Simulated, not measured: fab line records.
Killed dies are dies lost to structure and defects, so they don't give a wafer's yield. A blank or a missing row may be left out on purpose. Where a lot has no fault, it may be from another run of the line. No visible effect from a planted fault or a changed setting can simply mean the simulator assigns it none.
Which of the tools did it? || flow nand harc || Sampling: 12 lots, 36 wafers, 2 of 1302 route steps

## WHAT THE GAUGES SHOWED, per wafer
NHARC_A_ONON_D2_THK_MEAS_27: measures by ellipsometry.
{"lot": "L074", "measured": "day 13 16:41", "on": "film metro-01", "thk nm (nm)": "1008 1009 1008"}
{"lot": "L076", "measured": "day 13 17:03", "on": "film metro-01", "thk nm (nm)": "1026 1028 1028"}
{"lot": "L079", "measured": "day 14 20:25", "on": "film metro-02", "thk nm (nm)": "988 985 984"}
{"lot": "L080", "measured": "day 15 16:38", "on": "film metro-01", "thk nm (nm)": "1006 1005 1005"}
{"lot": "L083", "measured": "day 16 10:20", "on": "film metro-01", "thk nm (nm)": "991 992 990"}
{"lot": "L086", "measured": "day 17 15:16", "on": "film metro-01", "thk nm (nm)": "1008 1007 1008"}
{"lot": "L087", "measured": "day 18 18:08", "on": "film metro-01", "thk nm (nm)": "1016 1015 1016"}
{"lot": "L089", "measured": "day 18 18:07", "on": "film metro-02", "thk nm (nm)": "999 996 998"}
{"lot": "L091", "measured": "day 19 15:13", "on": "film metro-01", "thk nm (nm)": "1006 1005 1008"}
{"lot": "L093", "measured": "day 20 18:37", "on": "film metro-01", "thk nm (nm)": "1009 1008 1007"}
{"lot": "L096", "measured": "day 21 23:32", "on": "film metro-02", "thk nm (nm)": "979 979 979"}
{"lot": "L095", "measured": "day 22 06:04", "on": "film metro-01", "thk nm (nm)": "1004 1005 1005"}

## WHAT TOOL EACH LOT RAN ON (gives the tool, then ch and the chambers of the sampled wafers, and finally the start)
{"lot": "L074", "NHARC_A_DECK1_JOINT_CMP_13": "cmp-03 ch 1,2, day 12 00:42"}
{"lot": "L076", "NHARC_A_DECK1_JOINT_CMP_13": "cmp-03 ch 1,2,3, day 12 03:16"}
{"lot": "L079", "NHARC_A_DECK1_JOINT_CMP_13": "cmp-04 ch 0,1,3, day 13 10:36"}
{"lot": "L080", "NHARC_A_DECK1_JOINT_CMP_13": "cmp-03 ch 1,2,3, day 14 04:38"}
{"lot": "L083", "NHARC_A_DECK1_JOINT_CMP_13": "cmp-04 ch 0,1, day 15 01:53"}
{"lot": "L086", "NHARC_A_DECK1_JOINT_CMP_13": "cmp-04 ch 0,2,3, day 15 20:28"}
{"lot": "L087", "NHARC_A_DECK1_JOINT_CMP_13": "cmp-03 ch 1,2, day 17 01:18"}
{"lot": "L089", "NHARC_A_DECK1_JOINT_CMP_13": "cmp-03 ch 1,2,3, day 17 07:40"}
{"lot": "L091", "NHARC_A_DECK1_JOINT_CMP_13": "cmp-03 ch 0,1,2, day 18 05:23"}
{"lot": "L093", "NHARC_A_DECK1_JOINT_CMP_13": "cmp-03 ch 1,2,3, day 19 04:21"}
{"lot": "L096", "NHARC_A_DECK1_JOINT_CMP_13": "cmp-03 ch 0,2,3, day 20 10:40"}
{"lot": "L095", "NHARC_A_DECK1_JOINT_CMP_13": "cmp-04 ch 0,1,3, day 20 20:10"}
- NHARC_A_DECK1_JOINT_CMP_13: polishes, target thk 51.023 nm.

## THE ANSWER, worked out from the rows above alone
Rule: the lots themselves supply what counts as usual. Put in order of their means at a reading, lots are off if they are a third of the lots or fewer, leave a main group of 4 or more, and stand apart from it by a gap of 3 or more times the standard deviation of the main group's means; of several such gaps the widest counts. Not used: any main group whose means are identical at the precision the tables above print for the reading. A lot without any number at a reading at which 4 lots or more have one is off too. Where the step has rows for the other lots, those lots are counted as sound.
Nothing can be told from this: no lot is off at any reading shown.

## WHAT HAD BEEN PUT IN BY THE SIMULATOR
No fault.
